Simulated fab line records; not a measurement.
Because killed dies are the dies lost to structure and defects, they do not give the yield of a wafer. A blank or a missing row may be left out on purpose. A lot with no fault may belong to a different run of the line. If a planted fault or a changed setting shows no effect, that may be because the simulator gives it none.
fab line records | flow n5Finfet
record: lots: 10 wafers: 29 lastDay: 16
route steps=1938 shown BEOL_M2@911 BEOL_M3@934 BEOL_M4@1111 PASSIVATION@1936
lots that met no fault: from a run of the same line without faults
startH: the number of hours between the record's first day and the start of the first shown wafer of the lot | waitH: hours from the lot's prior step to this one | " as in the row above | L1.1+2: a single row standing in for several wafers | - either no value or no given start | * or withheld: withheld | < > ~ a bound
route shown NAME@n: a module of which the file shows steps, and the number in the route of the first | usual: the fault-free wafers' mean and standard deviation | same: alike in all rows | chamber/n: place in a boat | sites: the reading at each site | _std_site: their standard deviation | _edge_site: outer sites' mean less inner sites' | radiusMm: for every site, how far away it sits from the centre of the wafer | mask NAME#n: copy n | behind: the last tool/chamber to shape the wafer | hold: why the lot was held/for how many hours/how that ended | device: the transistor (n, p or np) that didn't switch | end of line: tests run on the same wafers once the route is complete | for a step that has no rows: nothing shown but its recipe | killed: not the wafer's yield, but the dies lost to structure and defects at the first sort | map: a wafer's dies, x killed, . not, _ none there
set.NAME: the run value of the setting; set.NAME@STEP: its run value at that earlier step | model.NAME: the simulator's own value behind a step, which no gauge read
the route's steps for a sample of lots (tables are steps, rows are wafers)
services: when a tool's chamber went out of use (startH, in hours from the record's first day, below 0 if earlier), for how many hours, and the reason
== steps ==
step: N5_BEOL_M2_ANNEAL_87
recipe: tempC: 400 timeS: 240 ambient: vacuum
usual: heaterPowerW: 792/54 susceptor_temp_C_max: 400.9/0.45
columns lot.wafer tool chamber startH waitH heaterPowerW susceptor_temp_C_max
L763.3 pvdSputter-02 - 144.38 0.0 791 400.6
L763.4 " - " " 728 401.0
L763.6 " - " " 828 399.9
L764.3 pvdSputter-01 - 155.36 0.0 805 401.3
L764.4 " - " " 834 401.6
L764.6 " - " " 803 401.1
L768.1 pvdSputter-02 - 177.30 0.0 808 400.6
L768.2 " - " " 724 401.1
L768.4 " - " " 798 400.9
L769.2 pvdSputter-03 - 180.53 0.0 810 400.7
L769.5 " - " " 790 400.6
L769.6 " - " " 725 401.4
L774.2 pvdSputter-03 - 212.17 0.0 900 400.2
L774.3 " - " " 716 401.1
L774.5 " - " " 936 400.3
L775.4 pvdSputter-02 - 221.74 0.0 769 400.4
L775.5 " - " " 714 400.9
L776.1 pvdSputter-03 - 223.18 0.0 737 400.9
L776.3 " - " " 825 400.9
L776.5 " - " " 840 400.7
L778.2 pvdSputter-03 - 234.75 0.0 721 400.8
L778.5 " - " " 904 400.8
L778.6 " - " " 869 400.9
L779.1 pvdSputter-02 - 249.28 0.0 762 400.6
L779.2 " - " " 719 401.2
L779.6 " - " " 802 400.3
L783.2 pvdSputter-03 - 260.46 0.0 705 401.1
L783.3 " - " " 809 401.0
L783.5 " - " " 729 401.2
step: N5_BEOL_M2_SPUTTER_88
recipe: material: Cu targetThkA: 45 tempC: -20 chamberPressurePa: 0.07 powerW: withheld timeS: 8.29
usual: chamberPressurePa: 0.07004/0.00014 chuckSensorTempC: -15.9/0.36 throttleValvePct: 29.8/1.4
columns lot.wafer tool chamber startH waitH chamberPressurePa chuckSensorTempC throttleValvePct
L763.3 pvdSputter-02 - 144.52 0.1 0.06995 -15.4 29.9
L763.4 " - " " 0.06998 -15.7 30.3
L763.6 " - " " 0.07008 -16.2 28.6
L764.3 pvdSputter-01 - 155.50 0.1 0.07007 -15.8 31.1
L764.4 " - " " 0.06993 -15.5 31.4
L764.6 " - " " 0.06999 -16.2 30.6
L768.1 pvdSputter-02 - 177.44 0.1 0.07003 -15.4 29.6
L768.2 " - " " 0.06994 -15.8 30.2
L768.4 " - " " 0.07004 -16.1 28.3
L769.2 pvdSputter-03 - 180.67 0.1 0.07001 -16.0 29.9
L769.5 " - " " 0.06991 -16.3 30.0
L769.6 " - " " 0.07016 -15.7 30.1
L774.2 pvdSputter-03 - 212.31 0.1 0.07018 -16.0 30.5
L774.3 " - " " 0.07012 -15.7 30.2
L774.5 " - " " 0.06988 -16.4 30.4
L775.4 pvdSputter-02 - 221.88 0.1 0.07006 -15.2 29.6
L775.5 " - " " 0.06989 -15.8 26.7
L776.1 pvdSputter-03 - 223.32 0.1 0.07006 -15.9 30.1
L776.3 " - " " 0.07029 -16.0 30.2
L776.5 " - " " 0.07013 -16.0 30.3
L778.2 pvdSputter-03 - 234.89 0.1 0.07007 -15.8 29.9
L778.5 " - " " 0.07006 -16.1 30.4
L778.6 " - " " 0.06975 -16.5 32.0
L779.1 pvdSputter-02 - 249.42 0.1 0.07013 -15.4 29.5
L779.2 " - " " 0.06984 -15.8 30.2
L779.6 " - " " 0.07002 -15.4 29.7
L783.2 pvdSputter-03 - 260.60 0.1 0.07008 -15.9 29.8
L783.3 " - " " 0.07004 -16.1 30.1
L783.5 " - " " 0.07 -15.7 30.1
step: N5_BEOL_M2_PRE_CLEAN_60
recipe: gas: NH3/H2 timeS: 15 tempC: * rfPowerW: 300
usual: heaterPowerW: 87/17
columns lot.wafer tool chamber startH waitH heaterPowerW
L763.3 cvdCo-01 2 146.24 0.0 86
L763.4 " 1 " " 108
L763.6 " 0 " " 64
L764.3 cvdCo-01 1 157.22 0.0 107
L764.4 " 2 " " 86
L764.6 " 0 " " 67
L768.1 cvdCo-02 1 179.14 0.0 86
L768.2 " 2 " " 62
L768.4 " 0 " " 103
L769.2 cvdCo-02 2 182.49 0.0 62
L769.5 " 2 " " 64
L769.6 " 0 " " 103
L774.2 cvdCo-01 1 214.03 0.0 107
L774.3 " 1 " " 108
L774.5 " 2 " " 88
L775.4 cvdCo-02 2 223.61 0.1 61
L775.5 " 0 " " 104
L776.1 cvdCo-02 1 225.03 0.0 93
L776.3 " 0 " " 103
L776.5 " 2 " " 63
L778.2 cvdCo-01 1 236.69 0.1 106
L778.5 " 1 " " 109
L778.6 " 2 " " 89
L779.1 cvdCo-01 1 251.28 0.0 111
L779.2 " 2 " " 90
L779.6 " 0 " " 68
L783.2 cvdCo-01 0 262.38 0.0 69
L783.3 " 2 " " 89
L783.5 " 2 " " 85
step: N5_BEOL_M3_HM_DEP_02
recipe: material: TiN targetThkA: 200 tempC: 25 chamberPressurePa: 0.49996
usual: chamberPressurePa: 0.5000/0.00095 throttleValvePct: 29.9/1.3
columns lot.wafer tool chamber startH waitH chamberPressurePa throttleValvePct
L763.3 pvdSputter-01 - 147.21 0.6 0.4999 30.5
L763.4 " - " " 0.5004 29.1
L763.6 " - " " 0.4989 31.4
L764.3 pvdSputter-03 - 161.05 3.4 0.4979 32.0
L764.4 " - " " 0.4999 30.1
L764.6 " - " " 0.4999 32.0
L768.1 pvdSputter-03 - 179.61 0.0 0.5001 30.4
L768.2 " - " " 0.5015 30.1
L768.4 " - " " 0.4996 32.0
L769.2 pvdSputter-01 - 183.51 0.6 0.4997 30.7
L769.5 " - " " 0.4999 30.6
L769.6 " - " " 0.5011 29.4
L774.2 pvdSputter-01 - 217.99 3.5 0.4992 30.9
L774.3 " - " " 0.4992 29.3
L774.5 " - " " 0.4996 28.9
L775.4 pvdSputter-01 - 224.65 0.6 0.4997 31.1
L775.5 " - " " 0.4992 30.7
L776.1 pvdSputter-01 - 225.48 0.0 0.5009 29.3
L776.3 " - " " 0.5014 28.7
L776.5 " - " " 0.5000 30.8
L778.2 pvdSputter-01 - 237.24 0.1 0.4994 30.7
L778.5 " - " " 0.5013 31.4
L778.6 " - " " 0.5001 29.1
L779.1 pvdSputter-02 - 253.14 1.5 0.5005 26.8
L779.2 " - " " 0.4977 30.3
L779.6 " - " " 0.5008 30.0
L783.2 pvdSputter-02 - 263.57 0.8 0.4995 30.3
L783.3 " - " " 0.4987 28.7
L783.5 " - " " 0.5006 30.4
step: N5_BEOL_M3_INSPECT_13
recipe: mode: adi inspectInstrument: brightfield
usual: rawDefectCount: 416/84
columns lot.wafer tool chamber startH waitH rawDefectCount
L763.3 defectInspect-02 - 147.82 0.0 394
L763.4 " - " " 420
L763.6 " - " " 469
L764.3 defectInspect-01 - 161.54 0.0 338
L764.4 " - " " 327
L764.6 " - " " 401
L768.1 defectInspect-02 - 180.21 0.1 338
L768.2 " - " " 426
L768.4 " - " " 320
L769.2 defectInspect-02 - 183.99 0.0 261
L769.5 " - " " 455
L769.6 " - " " 404
L774.2 defectInspect-01 - 218.60 0.0 388
L774.3 " - " " 396
L774.5 " - " " 426
L775.4 defectInspect-01 - 225.13 0.0 543
L775.5 " - " " 558
L776.1 defectInspect-01 - 225.96 0.1 1076
L776.3 " - " " 1095
L776.5 " - " " 1020
L778.2 defectInspect-02 - 237.73 0.0 1136
L778.5 " - " " 1174
L778.6 " - " " 1213
L779.1 defectInspect-02 - 253.63 0.1 417
L779.2 " - " " 410
L779.6 " - " " 423
L783.2 defectInspect-02 - 264.07 0.0 578
L783.3 " - " " 471
L783.5 " - " " 650
step: N5_BEOL_M4_RC_MEAS_101
usual: DIBL_N: 35.9/1.6 DIBL_P: 35.6/2.1 IOFF_N: 0.149/0.029 IOFF_P: 0.20/0.033 ION_N: 671/11 ION_P: 460/7.3 SS_N: 71.4/0.62 SS_P: 73.2/0.65 VT_N: 251/3.1 VT_P: -251/3.4
columns lot.wafer tool chamber startH waitH DIBL_N[mV/V] DIBL_P[mV/V] IOFF_N[nA/um] IOFF_P[nA/um] ION_N[uA/um] ION_P[uA/um] SS_N[mV/dec] SS_P[mV/dec] VT_N[mV] VT_P[mV]
L763.3 prober-01 0 166.34 0.3 36.1 35.7 0.154 0.20 668 459 71.1 73.1 253 -249
L763.4 " 0 " " 36.0 36.3 0.150 0.22 666 460 71.1 73.1 252 -248
L763.6 " 0 " " 34.9 33.9 0.130 0.18 672 459 70.7 73.0 253 -252
L764.3 prober-01 0 180.00 0.3 34.8 36.8 0.153 0.19 687 462 71.7 73.5 252 -255
L764.4 " 0 " " 35.9 38.6 0.169 0.20 676 455 72.1 73.4 252 -253
L764.6 " 0 " " 33.8 35.6 0.124 0.17 654 454 71.4 72.9 260 -256
L768.1 prober-02 0 196.43 0.0 36.4 36.1 0.144 0.17 659 444 72.3 72.7 252 -258
L768.2 " 0 " " 35.6 37.0 0.144 0.18 665 452 71.3 72.4 250 -254
L768.4 " 0 " " 36.7 38.0 0.158 0.20 668 459 71.3 73.1 251 -252
L769.2 prober-02 0 205.42 0.2 38.3 37.6 0.182 0.26 680 468 72.3 73.0 247 -248
L769.5 " 0 " " 35.9 34.8 0.149 0.22 675 471 71.2 72.7 250 -245
L769.6 " 0 " " 35.0 33.7 0.126 0.19 663 461 70.9 72.9 252 -251
L774.2 prober-02 0 233.70 0.2 37.6 37.5 0.173 0.20 676 456 71.4 73.9 248 -255
L774.3 " 0 " " 37.4 37.5 0.169 0.19 675 458 71.1 73.7 248 -254
L774.5 " 0 " " 33.8 32.5 0.115 0.14 655 450 70.4 72.9 251 -256
L775.4 prober-01 0 247.06 0.5 35.1 33.3 0.135 0.19 662 461 71.3 73.0 253 -251
L775.5 " 0 " " 34.1 32.3 0.118 0.18 664 455 70.7 72.6 254 -251
L776.1 prober-02 0 254.23 0.0 34.7 34.8 0.127 0.18 663 454 71.2 73.1 253 -252
L776.3 " 0 " " 35.5 36.1 0.143 0.19 675 457 71.6 72.4 252 -251
L776.5 " 0 " " 37.9 38.3 0.178 0.23 670 457 72.4 74.4 251 -249
L778.2 prober-02 0 257.76 0.2 36.0 33.6 0.126 0.16 662 457 71.7 72.8 252 -255
L778.5 " 0 " " 37.8 36.3 0.148 0.20 673 454 71.1 73.7 251 -251
L778.6 " 0 " " 35.8 34.2 0.125 0.17 663 459 71.1 73.1 254 -252
L779.1 prober-02 0 273.80 0.0 37.3 38.0 0.163 0.23 665 458 72.7 73.9 250 -251
L779.2 " 0 " " 36.2 35.3 0.141 0.18 656 450 71.8 73.1 253 -257
L779.6 " 0 " " 36.7 35.5 0.150 0.19 661 458 72.4 73.3 253 -254
L783.2 prober-02 0 288.99 0.2 36.6 35.6 0.183 0.23 677 466 72.1 73.3 245 -249
L783.3 " 0 " " 35.3 35.2 0.175 0.23 686 469 71.3 73.8 245 -248
L783.5 " 0 " " 35.5 34.1 0.161 0.20 670 457 72.1 73.5 248 -251
step: N5_PASSIVATION_PROBE_49
usual: defectLimitedYield: 90.9/1.5 killed_at_M0_to_M3: 36/9.9 killed_at_M4_up: 13/4.5 killedAtContacts: 13/6.4 killedAtFrontEnd: 42/12 killedAtOther: 3.4/3 killedDies: 107/18 killedOnRim: 14/4.3 killedOpen: 69/13 killedShort: 35/8.2 sort_bin_5_function: 5.3/1.1 sort_bin_6_memory: 3.4/0.69 sortNPass: 1073/18 sortYieldPct: 90.9/1.5
same: grossDies: 1180 killedAtBackSide: 0 sort_bin_4_leakage[%]: 0 sort_bin_8_speed[%]: 0
columns lot.wafer tool chamber startH waitH defectLimitedYield[%] killed_at_M0_to_M3 killed_at_M4_up killedAtContacts killedAtFrontEnd killedAtOther killedDies killedOnRim killedOpen killedShort sort_bin_5_function[%] sort_bin_6_memory[%] sortNPass sortYieldPct[%]
L776.1 prober-01 - 352.08 0.0 83.9 136 10 5 39 0 190 27 46 33 10.3 3.1 990 83.9
L776.3 prober-01 - 352.18 0.1 82.1 148 12 3 43 5 211 34 66 40 9.9 5.2 969 82.1
L776.5 prober-01 - 352.28 0.2 85.6 114 9 5 39 3 170 33 50 32 9.1 2.5 1010 85.6
L778.2 prober-01 - 354.06 0.1 84.2 120 8 20 34 5 187 30 73 37 9.6 3.8 993 84.2
L778.5 prober-01 - 354.21 0.2 77.0 183 10 26 49 3 271 24 97 40 13.8 6.0 909 77.0
L778.6 prober-01 - 354.26 0.3 83.6 120 7 29 31 6 193 27 66 28 9.9 4.2 987 83.6
killed by level:class
L776.1 BEOL_M3:unspecified=110 BEOL_M0_SAQP:geometricParticle:short=8 GATE_CUT:geometricParticle:short=7 BEOL_M0_SAQP:geometricParticle:open=7 STARTING-WAFER:geometricParticle:open=7 STI_FIN_REVEAL:geometricParticle:open=6 BEOL_M2:geometricParticle:open=5 MOL_CONTACT_COAG:geometricParticle:open=4
L776.3 BEOL_M3:unspecified=99 BEOL_M0_SAQP:geometricParticle:short=17 BEOL_M0_SAQP:geometricParticle:open=12 BEOL_M2:geometricParticle:open=11 FIN_SAQP:geometricParticle:open=9 STI_FIN_REVEAL:geometricParticle:open=7 DUMMY_GATE:geometricParticle:open=6 BEOL_M4:geometricParticle:open=5
L776.5 BEOL_M3:unspecified=80 BEOL_M0_SAQP:geometricParticle:short=8 FIN_SAQP:geometricParticle:short=7 BEOL_M2:geometricParticle:open=7 STI_FIN_REVEAL:geometricParticle:open=6 HKMG_FIN:areaEtch=6 DUMMY_GATE:geometricParticle:open=5 FIN_SAQP:geometricParticle:open=4
L778.2 BEOL_M3:unspecified=77 MOL_CONTACT_COAG:geometricParticle:open=17 BEOL_M0_SAQP:geometricParticle:short=11 FIN_SAQP:geometricParticle:short=10 BEOL_M0_SAQP:geometricParticle:open=10 BEOL_M3:geometricParticle:open=10 FIN_SAQP:geometricParticle:open=9 BEOL_M1:geometricParticle:open=7
L778.5 BEOL_M3:unspecified=132 STI_FIN_REVEAL:geometricParticle:open=19 MOL_CONTACT_COAG:geometricParticle:open=19 BEOL_M3:geometricParticle:open=12 BEOL_M0_SAQP:geometricParticle:open=12 BEOL_M0_SAQP:geometricParticle:short=11 FIN_SAQP:geometricParticle:open=9 BEOL_M4:geometricParticle:open=8
L778.6 BEOL_M3:unspecified=98 MOL_CONTACT_COAG:geometricParticle:open=24 FIN_SAQP:geometricParticle:short=10 BEOL_M1:geometricParticle:open=6 FIN_SAQP:geometricParticle:open=5 MOL_CONTACT_COAG:geometricParticle:short=5 STI_FIN_REVEAL:geometricParticle:open=4 DUMMY_GATE:geometricParticle:open=3
== services ==
columns tool chamber startH hours kind
cvdCo-02 - 123.56 6.9 pm
pvdSputter-02 - 124.06 2.1 repair
cvdCo-02 - 130.46 2.8 pm
cvdCo-01 - 134.02 1.2 repair
cvdCo-02 1 187.00 10.4 repair
cvdCo-01 0 211.71 6.2 repair
== key ==
firstSign: step: N5_BEOL_M3_INSPECT_13 reading: rawDefectCount direction: up sigmas: 8.3 usual: 416 struck: 1119
effect: step: N5_PASSIVATION_PROBE_49 reading: killed_at_M0_to_M3 direction: up sigmas: 10 usual: 36 struck: 137
moreKillsBornAt: N5_BEOL_M3_HM_DEP_02@pvdSputter-01: 596
metAt N5_BEOL_M3_HM_DEP_02
struckLots L776,L778
notActingAt N5_BEOL_M2_ANNEAL_87,N5_BEOL_M2_SPUTTER_88,N5_BEOL_M2_PRE_CLEAN_60
onsetBetween 224.65 225.48
fault: kind: chamberParticleSource tool: pvdSputter-01 chamber: - onsetH: 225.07 steps: N5_BEOL_M3_HM_DEP_02 ratePerVisitCm2: 1.092 endH: 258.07
